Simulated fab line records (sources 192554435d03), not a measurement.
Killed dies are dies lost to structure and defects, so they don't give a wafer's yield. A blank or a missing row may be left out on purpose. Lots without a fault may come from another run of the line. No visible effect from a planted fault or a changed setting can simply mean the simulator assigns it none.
Chamber matching :: flow n5 finfet :: pecvd-01 running N5_BEOL_M11_ILD_DEP_00: 3 sister chambers
The step deposits SiCOH lowk from DEMS/porogen, target thk 308.51 nm, time 58 s. 16 wafers are shown with their chamber, then 8 later ones without.

WAFERS, EACH WITH ITS CHAMBER
wafer: L075.3
chamber: 2
throttle valve pct (%): 13.2
heater power w (W): 334
showerhead plenum p Torr (Torr): 5.738

wafer: L075.4
chamber: 0
throttle valve pct (%): 14.2
heater power w (W): 357
showerhead plenum p Torr (Torr): 5.738

wafer: L075.6
chamber: 2
throttle valve pct (%): 13.2
heater power w (W): 331
showerhead plenum p Torr (Torr): 5.737

wafer: L079.2
chamber: 2
throttle valve pct (%): 13.6
heater power w (W): 318
showerhead plenum p Torr (Torr): 5.746

wafer: L079.3
chamber: 1
throttle valve pct (%): 15.0
heater power w (W): 286
showerhead plenum p Torr (Torr): 5.746

wafer: L079.6
chamber: 2
throttle valve pct (%): 13.2
heater power w (W): 316
showerhead plenum p Torr (Torr): 5.750

wafer: L081.2
chamber: 0
throttle valve pct (%): 14.4
heater power w (W): 314
showerhead plenum p Torr (Torr): 5.742

wafer: L081.5
chamber: 0
throttle valve pct (%): 14.4
heater power w (W): 337
showerhead plenum p Torr (Torr): 5.746

wafer: L081.6
chamber: 2
throttle valve pct (%): 13.0
heater power w (W): 326
showerhead plenum p Torr (Torr): 5.746

wafer: L082.1
chamber: 2
throttle valve pct (%): 13.3
heater power w (W): 298
showerhead plenum p Torr (Torr): 5.752

wafer: L082.3
chamber: 0
throttle valve pct (%): 14.6
heater power w (W): 307
showerhead plenum p Torr (Torr): 5.762

wafer: L082.4
chamber: 2
throttle valve pct (%): 13.5
heater power w (W): 313
showerhead plenum p Torr (Torr): 5.746

wafer: L084.2
chamber: 0
throttle valve pct (%): 14.4
heater power w (W): 327
showerhead plenum p Torr (Torr): 5.740

wafer: L084.3
chamber: 2
throttle valve pct (%): 13.3
heater power w (W): 343
showerhead plenum p Torr (Torr): 5.757

wafer: L084.6
chamber: 0
throttle valve pct (%): 14.4
heater power w (W): 327
showerhead plenum p Torr (Torr): 5.735

wafer: L085.1
chamber: 0
throttle valve pct (%): 14.6
heater power w (W): 325
showerhead plenum p Torr (Torr): 5.749

SIGNATURES, as means of the wafers listed above
reading: throttle valve pct
chamber 0: 14.429
chamber 1: 15.000
chamber 2: 13.287
scatter within a chamber: 0.167

reading: heater power w
chamber 0: 327.71
chamber 1: 286.00
chamber 2: 322.38
scatter within a chamber: 15.1

reading: showerhead plenum p Torr
chamber 0: 5.74457
chamber 1: 5.74600
chamber 2: 5.74650
scatter within a chamber: 0.00786
Rule: distance of a wafer from a chamber = root of the sum over the readings of ((wafer's reading minus chamber's mean) / reading's scatter) squared. If the next closest chamber is less than 2 further off than the closest, the wafer can't be placed; otherwise it belongs to the closest. The scatter: take each reading less its chamber's mean, square it, sum over the shown wafers, divide by the number of wafers less the number of chambers, and take the root.

WAFERS WHOSE CHAMBER IS MISSING
wafer: L085.3
throttle valve pct (%): 14.8
heater power w (W): 333
showerhead plenum p Torr (Torr): 5.749

wafer: L085.4
throttle valve pct (%): 15.2
heater power w (W): 304
showerhead plenum p Torr (Torr): 5.746

wafer: L091.1
throttle valve pct (%): 14.5
heater power w (W): 333
showerhead plenum p Torr (Torr): 5.744

wafer: L091.2
throttle valve pct (%): 12.9
heater power w (W): 331
showerhead plenum p Torr (Torr): 5.764

wafer: L091.6
throttle valve pct (%): 15.2
heater power w (W): 286
showerhead plenum p Torr (Torr): 5.750

wafer: L093.1
throttle valve pct (%): 14.5
heater power w (W): 342
showerhead plenum p Torr (Torr): 5.745

wafer: L093.3
throttle valve pct (%): 13.3
heater power w (W): 332
showerhead plenum p Torr (Torr): 5.730

wafer: L093.4
throttle valve pct (%): 14.4
heater power w (W): 349
showerhead plenum p Torr (Torr): 5.742

WHICH CHAMBER EACH ONE RAN IN
wafer: L085.3
from the rows above: can't be placed: 0 or 1
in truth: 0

wafer: L085.4
from the rows above: 1
in truth: 1

wafer: L091.1
from the rows above: 0
in truth: 0

wafer: L091.2
from the rows above: 2
in truth: 2

wafer: L091.6
from the rows above: 1
in truth: 1

wafer: L093.1
from the rows above: 0
in truth: 0

wafer: L093.3
from the rows above: 2
in truth: 2

wafer: L093.4
from the rows above: 0
in truth: 0
Placed correctly: 7 of 8. Unplaceable from these rows: 1, with the true chamber sitting among the candidates in 1. 0 placed wrongly.
